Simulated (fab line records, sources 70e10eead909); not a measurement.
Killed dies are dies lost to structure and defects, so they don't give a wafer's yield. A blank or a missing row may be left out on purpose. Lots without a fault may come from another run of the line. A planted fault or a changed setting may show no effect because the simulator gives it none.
Chamber matching | flow nand_harc | NHARC_A_CHANNEL_HOLE_D1_ETCH_38 on rie_diel-03: 4 sister chambers
The step etches the open film in CF4, target depth 39 nm, time 65 s. 33 wafers are shown with their chamber, then 12 later ones without.

WAFERS WITH THEIR CHAMBER
wafer  | chamber | showerhead_plenum_p_Torr (Torr) | drypump_motor_current_A (A) | rf_vpp_V (V)
L075.1 | 0       | 1.69                            | 5.7                         | 148.9
L075.2 | 3       | 1.77                            | 6.2                         | 153.4
L075.5 | 0       | 1.69                            | 5.7                         | 150.0
L077.1 | 1       | 1.80                            | 6.6                         | 150.9
L077.2 | 2       | 1.68                            | 5.9                         | 150.6
L077.5 | 0       | 1.69                            | 5.7                         | 150.2
L079.3 | 1       | 1.80                            | 6.6                         | 152.5
L079.4 | 0       | 1.68                            | 5.7                         | 150.6
L079.6 | 3       | 1.77                            | 6.2                         | 151.8
L080.2 | 2       | 1.68                            | 5.9                         | 149.9
L080.4 | 0       | 1.68                            | 5.8                         | 149.6
L080.5 | 1       | 1.80                            | 6.6                         | 152.4
L081.2 | 0       | 1.68                            | 5.7                         | 150.7
L081.4 | 3       | 1.77                            | 6.2                         | 151.4
L081.5 | 0       | 1.68                            | 5.7                         | 150.5
L082.2 | 3       | 1.77                            | 6.2                         | 151.9
L082.4 | 0       | 1.68                            | 5.7                         | 149.0
L082.6 | 3       | 1.77                            | 6.2                         | 151.5
L083.2 | 3       | 1.77                            | 6.2                         | 151.3
L083.3 | 2       | 1.68                            | 5.9                         | 150.5
L083.5 | 0       | 1.68                            | 5.7                         | 149.9
L087.1 | 0       | 1.68                            | 5.7                         | 149.5
L087.2 | 2       | 1.68                            | 5.9                         | 150.2
L087.6 | 1       | 1.80                            | 6.6                         | 151.4
L089.2 | 3       | 1.77                            | 6.2                         | 150.6
L089.4 | 2       | 1.68                            | 5.9                         | 150.6
L089.5 | 0       | 1.68                            | 5.7                         | 150.2
L091.2 | 3       | 1.77                            | 6.2                         | 151.1
L091.3 | 2       | 1.67                            | 5.9                         | 149.7
L091.6 | 3       | 1.77                            | 6.2                         | 151.3
L090.1 | 0       | 1.68                            | 5.7                         | 150.3
L090.2 | 1       | 1.80                            | 6.7                         | 151.7
L090.3 | 3       | 1.77                            | 6.2                         | 151.7

SIGNATURES (means of the wafers above)
reading                  | chamber 0 | chamber 1 | chamber 2 | chamber 3 | scatter within a chamber
showerhead_plenum_p_Torr | 1.6825    | 1.8000    | 1.6783    | 1.7700    | 0.00326
drypump_motor_current_A  | 5.708     | 6.620     | 5.900     | 6.200     | 0.0243
rf_vpp_V                 | 149.950   | 151.780   | 150.250   | 151.600   | 0.624
Rule: a wafer's distance from a chamber is the root of the sum, over the readings, of the square of ((its reading less the chamber's mean) divided by the reading's scatter). The wafer belongs to the nearest chamber; if the next one is less than 2 further off, it can't be placed. The scatter: the root of (the sum of the squares of (reading less its chamber's mean) over the shown wafers, divided by (wafers less chambers)).

WAFERS WITHOUT THEIR CHAMBER
wafer  | showerhead_plenum_p_Torr (Torr) | drypump_motor_current_A (A) | rf_vpp_V (V)
L093.3 | 1.67                            | 5.9                         | 149.9
L093.5 | 1.80                            | 6.6                         | 151.2
L093.6 | 1.67                            | 5.9                         | 149.4
L094.1 | 1.68                            | 5.7                         | 149.6
L094.4 | 1.67                            | 5.9                         | 150.0
L094.5 | 1.77                            | 6.2                         | 152.2
L095.1 | 1.68                            | 5.7                         | 150.1
L095.4 | 1.67                            | 6.0                         | 150.8
L095.5 | 1.77                            | 6.2                         | 151.0
L096.4 | 1.67                            | 5.9                         | 149.4
L096.5 | 1.68                            | 5.7                         | 148.8
L096.6 | 1.79                            | 6.7                         | 151.8

WHICH CHAMBER EACH WENT THROUGH
wafer  | from the rows above | in truth
L093.3 | 2                   | 2
L093.5 | 1                   | 1
L093.6 | 2                   | 2
L094.1 | 0                   | 0
L094.4 | 2                   | 2
L094.5 | 3                   | 3
L095.1 | 0                   | 0
L095.4 | 2                   | 2
L095.5 | 3                   | 3
L096.4 | 2                   | 2
L096.5 | 0                   | 0
L096.6 | 1                   | 1
Placed correctly: 12 of 12. Can't be placed from these rows: 0. Placed wrongly: 0.
